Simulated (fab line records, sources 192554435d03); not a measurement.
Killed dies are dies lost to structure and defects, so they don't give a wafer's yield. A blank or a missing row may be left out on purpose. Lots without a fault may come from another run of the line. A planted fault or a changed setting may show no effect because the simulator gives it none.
fab line records | flow n5_finfet
record lots=6 wafers=18 last_day=18
route steps=1938 shown BEOL_M2@909 BEOL_M4@1111
lots that met no fault: from a run of the same line without faults
start_h: hours from the record's first day to the start of the lot's first wafer shown | wait_h: hours since the lot's step before | " the same as in the row above | L1.1+2: a row that stands for several wafers | - no value, or no start given | * or withheld: withheld | < > ~ a bound
route shown NAME@n: a module of which the file shows steps, and the number in the route of the first | usual: mean/standard deviation of fault-free wafers | same: alike in all rows | chamber/n: place in a boat | sites: the reading at each site | _std_site: their standard deviation | _edge_site: outer sites' mean less inner sites' | radius_mm: how far each site lies from the wafer's centre | mask NAME#n: copy n | behind: the tool/chamber that last shaped the wafer | hold: why the lot was held/for how many hours/how that ended | device: the transistor (n, p or np) that didn't switch | end of line: the same wafers' tests at the end of the route | a step without rows: its recipe alone | killed: dies lost to structure and defects at the first sort, not the wafer's yield | map: a wafer's dies, x killed, . not, _ none there
set.NAME: the setting as run; set.NAME@STEP: as run at that earlier step | model.NAME: the simulator's own value behind a step, which no gauge read
lots at some steps of the route; a table a step, a row a wafer
services: from which hour (start_h, from the record's first day; less than 0 if before it) a tool's chamber was out of use, for how many hours, and why
## steps
# step N5_BEOL_M2_ANNEAL_82
# recipe temp_c=400 time_s=240 ambient=vacuum
# step N5_BEOL_M2_SPUTTER_86
# recipe material=Cu target_thk_a=45 temp_c=-20 chamber_pressure_pa=0.07 power_w=withheld time_s=8.29
# step N5_BEOL_M2_ANNEAL_87
# recipe temp_c=400 time_s=240 ambient=vacuum
# usual heater_power_w=824/64
# same time_s=240
# columns lot.wafer tool chamber start_h wait_h heater_power_w
L644.4 pvd_sputter-03 - 163.86 0.0 827
L644.5 " - " " 930
L644.6 " - " " 766
L652.1 pvd_sputter-02 - 217.95 0.0 798
L652.2 " - " " 789
L652.5 " - " " 810
L651.1 pvd_sputter-02 - 219.79 0.0 779
L651.3 " - " " 790
L651.5 " - " " 800
L654.1 pvd_sputter-01 - 230.63 0.0 762
L654.3 " - " " 767
L654.5 " - " " 770
L657.1 pvd_sputter-01 - 244.23 0.0 927
L657.2 " - " " 774
L657.5 " - " " 930
L663.2 pvd_sputter-01 - 290.23 0.0 949
L663.5 " - " " 800
L663.6 " - " " 951
# step N5_BEOL_M2_SPUTTER_88
# recipe material=Cu target_thk_a=45 temp_c=-20 chamber_pressure_pa=0.07 power_w=withheld time_s=8.29
# step N5_BEOL_M2_ANNEAL_89
# recipe temp_c=400 time_s=240 ambient=vacuum
# step N5_BEOL_M2_SPUTTER_90
# recipe material=Cu target_thk_a=45 temp_c=-20 chamber_pressure_pa=0.07 power_w=withheld time_s=8.29
# step N5_BEOL_M2_ANNEAL_91
# recipe temp_c=400 time_s=240 ambient=vacuum
# usual heater_power_w=823/63
# same time_s=240
# columns lot.wafer tool chamber start_h wait_h heater_power_w
L644.4 pvd_sputter-03 - 164.30 0.0 789
L644.5 " - " " 948
L644.6 " - " " 756
L652.1 pvd_sputter-02 - 218.39 0.0 779
L652.2 " - " " 782
L652.5 " - " " 781
L651.1 pvd_sputter-02 - 220.23 0.0 788
L651.3 " - " " 802
L651.5 " - " " 773
L654.1 pvd_sputter-01 - 231.07 0.0 782
L654.3 " - " " 762
L654.5 " - " " 770
L657.1 pvd_sputter-01 - 244.67 0.0 903
L657.2 " - " " 767
L657.5 " - " " 927
L663.2 pvd_sputter-01 - 290.67 0.0 944
L663.5 " - " " 803
L663.6 " - " " 950
# step N5_BEOL_M2_SPUTTER_92
# recipe material=Cu target_thk_a=45 temp_c=-20 chamber_pressure_pa=0.07 power_w=withheld time_s=8.29
# step N5_BEOL_M2_ANNEAL_93
# recipe temp_c=400 time_s=240 ambient=vacuum
# usual heater_power_w=825/63
# same time_s=240
# columns lot.wafer tool chamber start_h wait_h heater_power_w
L644.4 pvd_sputter-03 - 164.52 0.0 806
L644.5 " - " " 958
L644.6 " - " " 776
L652.1 pvd_sputter-02 - 218.61 0.0 772
L652.2 " - " " 788
L652.5 " - " " 792
L651.1 pvd_sputter-02 - 220.45 0.0 783
L651.3 " - " " 782
L651.5 " - " " 799
L654.1 pvd_sputter-01 - 231.29 0.0 772
L654.3 " - " " 752
L654.5 " - " " 779
L657.1 pvd_sputter-01 - 244.89 0.0 919
L657.2 " - " " 760
L657.5 " - " " 951
L663.2 pvd_sputter-01 - 290.89 0.0 919
L663.5 " - " " 805
L663.6 " - " " 922
# step N5_BEOL_M2_SPUTTER_94
# recipe material=Cu target_thk_a=45 temp_c=-20 chamber_pressure_pa=0.07 power_w=withheld time_s=8.29
# step N5_BEOL_M2_ANNEAL_95
# recipe temp_c=400 time_s=240 ambient=vacuum
# step N5_BEOL_M2_SPUTTER_96
# recipe material=Cu target_thk_a=45 temp_c=-20 chamber_pressure_pa=0.07 power_w=withheld time_s=8.29
# usual throttle_valve_pct=29.8/0.97
# same time_s=8.29
# columns lot.wafer tool chamber start_h wait_h throttle_valve_pct
L644.4 pvd_sputter-03 - 164.88 0.1 30.2
L644.5 " - " " 31.4
L644.6 " - " " 29.4
L652.1 pvd_sputter-02 - 218.97 0.1 31.6
L652.2 " - " " 29.5
L652.5 " - " " 29.7
L651.1 pvd_sputter-02 - 220.81 0.1 31.7
L651.3 " - " " 29.6
L651.5 " - " " 29.7
L654.1 pvd_sputter-01 - 231.65 0.1 29.0
L654.3 " - " " 30.0
L654.5 " - " " 29.9
L657.1 pvd_sputter-01 - 245.25 0.1 28.8
L657.2 " - " " 29.9
L657.5 " - " " 28.9
L663.2 pvd_sputter-01 - 291.25 0.1 28.8
L663.5 " - " " 30.4
L663.6 " - " " 29.2
# step N5_BEOL_M2_ECD_50
# recipe material=Cu target_thk_a=3000
# columns lot.wafer tool chamber start_h wait_h model.Cu_of_BEOL_M2_ECD_50.thk_nm
L644.4 ecd_cu-02 0 165.02 0.1 300
L644.5 " 1 " " 302.2
L644.6 " 0 " " 297.2
L652.1 ecd_cu-02 1 219.09 0.1 296.6
L652.2 " 0 " " 300.8
L652.5 " 0 " " 299.4
L651.1+5 ecd_cu-02 0,1 220.93 0.1 301.4
L651.3 " 1 " " 302.6
L654.1 ecd_cu-01 1 231.77 0.1 294.8
L654.3 " 1 " " 295
L654.5 " 0 " " 296.8
L657.1 ecd_cu-02 0 245.36 0.1 302
L657.2 " 1 " " 225
L657.5 " 1 " " 224.6
L663.2 ecd_cu-02 0 291.37 0.1 225.8
L663.5 " 1 " " 224.8
L663.6 " 0 " " 296.4
# step N5_BEOL_M2_ANNEAL_51
# recipe temp_c=225 time_s=90 ambient=N2
# usual wafer_temp_C_max=225.73/0.23
# same time_s=90
# columns lot.wafer tool chamber start_h wait_h wafer_temp_C_max
L644.4 rtp_anneal-01 0 165.21 0.2 225.66
L644.5 " 0 " " 225.21
L644.6 " 0 " " 225.54
L652.1 rtp_anneal-02 0 219.17 0.1 225.54
L652.2 " 0 " " 225.98
L652.5 " 0 " " 225.80
L651.1 rtp_anneal-01 0 221.01 0.1 225.46
L651.3 " 0 " " 225.55
L651.5 " 0 " " 225.77
L654.1 rtp_anneal-02 0 231.85 0.1 225.83
L654.3 " 0 " " 225.95
L654.5 " 0 " " 225.69
L657.1 rtp_anneal-01 0 245.44 0.1 225.89
L657.2 " 0 " " 226.21
L657.5 " 0 " " 225.64
L663.2 rtp_anneal-02 0 291.51 0.1 226.15
L663.5 " 0 " " 226.03
L663.6 " 0 " " 225.72
# step N5_BEOL_M2_CMP_52
# recipe stop_on=SiOC t_overpolish_s=6.8 down_force_psi=1 platen_rpm=50 clearing_platen_down_force_psi=1.5 clearing_platen_rpm=50 post_cmp_clean=cu_alkaline target_thk_nm=40 clearing_platen_pad_velocity_m_s=0.99484 pad_velocity_m_s=0.99484
# usual motor_current_A=5.7/0.59 time_to_endpoint_s=63/3.8
# columns lot.wafer tool chamber start_h wait_h motor_current_A time_to_endpoint_s
L644.4 cmp-02 1 165.49 0.2 6.8 63
L644.6 " 2 " " 5.0 58
L644.5 " 3 " " 5.2 57
L652.1 cmp-03 2 219.51 0.3 5.5 65
L652.2 " 3 " " 6.1 70
L652.5 " 2 " " 5.7 69
L651.3 cmp-02 0 221.36 0.2 6.2 64
L651.1 " 1 " " 6.5 64
L651.5 " 0 " " 6.3 63
L654.1 cmp-03 3 232.18 0.3 6.1 66
L654.3 " 0 " " 5.1 65
L654.5 " 2 " " 5.6 66
L657.1 cmp-01 1 245.74 0.3 4.8 60
L657.2 " 3 " " 4.6 45
L657.5 " 1 " " 5.1 46
L663.2 cmp-01 3 291.80 0.2 5.0 40
L663.6 " 2 " " 6.0 59
L663.5 " 3 " " 5.0 42
# step N5_BEOL_M2_THK_MEAS_53
# recipe thk_meas_gauge=xrf reads=Cu_of_BEOL_M2_ECD_50
# usual M2_THK=41.1/2.1
# columns lot.wafer tool chamber start_h wait_h M2_THK[nm]
L644.4 film_metro-02 - 165.67 - 41.3
L644.5 " - " " 39.0
L644.6 " - " " 40.1
L652.1 film_metro-02 - 219.76 - 40.5
L652.2 " - " " 40.6
L652.5 " - " " 39.8
L651.1 film_metro-01 - 221.62 - 41.5
L651.3 " - " " 42.3
L651.5 " - " " 42.8
L654.1 film_metro-02 - 232.44 - 44.7
L654.3 " - " " 43.6
L654.5 " - " " 46.3
L657.1 film_metro-01 - 246.03 - 40.0
L657.2 " - " " 40.6
L657.5 " - " " 42.5
L663.2 film_metro-02 - 292.06 - 39.5
L663.5 " - " " 38.2
L663.6 " - " " 40.8
# step N5_BEOL_M4_RC_MEAS_101
# usual DIBL_N=36.4/2.7 DIBL_P=36/3.2 IOFF_N=0.16/0.046 IOFF_P=0.21/0.055 ION_N=677/15 ION_P=464/11 SS_N=71.5/0.79 SS_P=73.3/0.93 VT_N=250/4.1 VT_P=-251/4.4
# columns lot.wafer tool chamber start_h wait_h DIBL_N[mV/V] DIBL_P[mV/V] IOFF_N[nA/um] IOFF_P[nA/um] ION_N[uA/um] ION_P[uA/um] SS_N[mV/dec] SS_P[mV/dec] VT_N[mV] VT_P[mV]
L644.4 prober-02 0 207.21 0.5 36.5 36 0.16 0.21 672 460 71.5 73.0 249 -251
L644.5 " 0 " " 34.8 33 0.13 0.17 668 465 71.4 71.8 250 -251
L644.6 " 0 " " 37.0 36 0.17 0.22 686 462 71.7 73.2 248 -248
L652.1 prober-02 0 249.36 0.0 31.1 30 0.11 0.14 661 450 69.8 72.1 251 -256
L652.2 " 0 " " 29.8 29 0.10 0.13 657 454 70.0 71.8 253 -255
L652.5 " 0 " " 32.4 32 0.12 0.16 666 455 71.2 72.9 253 -255
L651.1 prober-01 0 251.19 0.0 36.1 37 0.16 0.24 680 476 71.4 73.4 253 -248
L651.3 " 0 " " 37.0 38 0.19 0.28 701 479 72.7 74.5 244 -245
L651.5 " 0 " " 34.8 35 0.15 0.24 677 468 70.6 73.6 247 -248
L654.1 prober-02 0 257.40 0.0 34.2 33 0.13 0.16 670 453 71.5 72.8 251 -258
L654.3 " 0 " " 38.2 38 0.22 0.24 673 454 72.6 74.0 245 -249
L654.5 " 0 " " 35.3 36 0.15 0.20 663 460 71.2 73.5 253 -252
L657.1 prober-01 0 284.70 0.0 38.5 38 0.15 0.21 684 470 71.5 73.2 251 -250
L657.2 " 0 " " 36.0 35 0.12 0.17 666 460 70.9 72.4 255 -255
L657.5 " 0 " " 38.9 39 0.16 0.23 677 464 71.8 73.6 253 -251
L663.2 prober-01 0 319.60 0.2 35.0 35 0.14 0.15 662 449 71.4 72.9 252 -256
L663.5 " 0 " " 36.2 36 0.15 0.15 667 447 72.0 73.0 251 -257
L663.6 " 0 " " 29.7 30 0.07 0.10 631 438 70.5 71.5 260 -263
## services
# columns tool chamber start_h hours kind
cmp-02 - 160.85 1.0 repair
cmp-03 - 161.57 1.2 repair
cmp-01 - 165.58 2.2 repair
ecd_cu-01 - 169.26 4.3 repair
cmp-02 - 170.68 1.6 repair
pvd_sputter-01 - 172.98 11.1 repair
cmp-01 - 180.99 0.5 repair
cmp-01 - 191.15 4.0 pm
cmp-01 - 195.15 - consumable_replace:conditioner
cmp-01 - 195.15 - consumable_replace:pad
cmp-02 - 201.76 0.5 repair
ecd_cu-01 - 234.63 0.4 repair
rtp_anneal-02 - 235.34 1.0 pm
cmp-03 - 236.80 5.6 repair
cmp-02 - 261.13 7.5 pm
cmp-01 - 283.72 1.5 repair
cmp-02 - 289.66 4.0 pm
## key
first_sign step=N5_BEOL_M2_CMP_52 reading=time_to_endpoint_s direction=down sigmas=5.2 usual=* struck=*
effect none on later readings
model_effect step=N5_BEOL_M2_ECD_50 value=Cu_of_BEOL_M2_ECD_50.thk_nm without=300.2 struck=225.1
met_at N5_BEOL_M2_ECD_50
struck_wafers L657.2,L657.5,L663.2,L663.5
onset_between 220.93 245.36
fault kind=process_parameter_drift tool=ecd_cu-02 chamber=- onset_h=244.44 steps=N5_BEOL_M2_ECD_50 channel=target_thk_a offset=* shape=step end_h=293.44 scope=struck_wafers_only acts_in=* stated=*
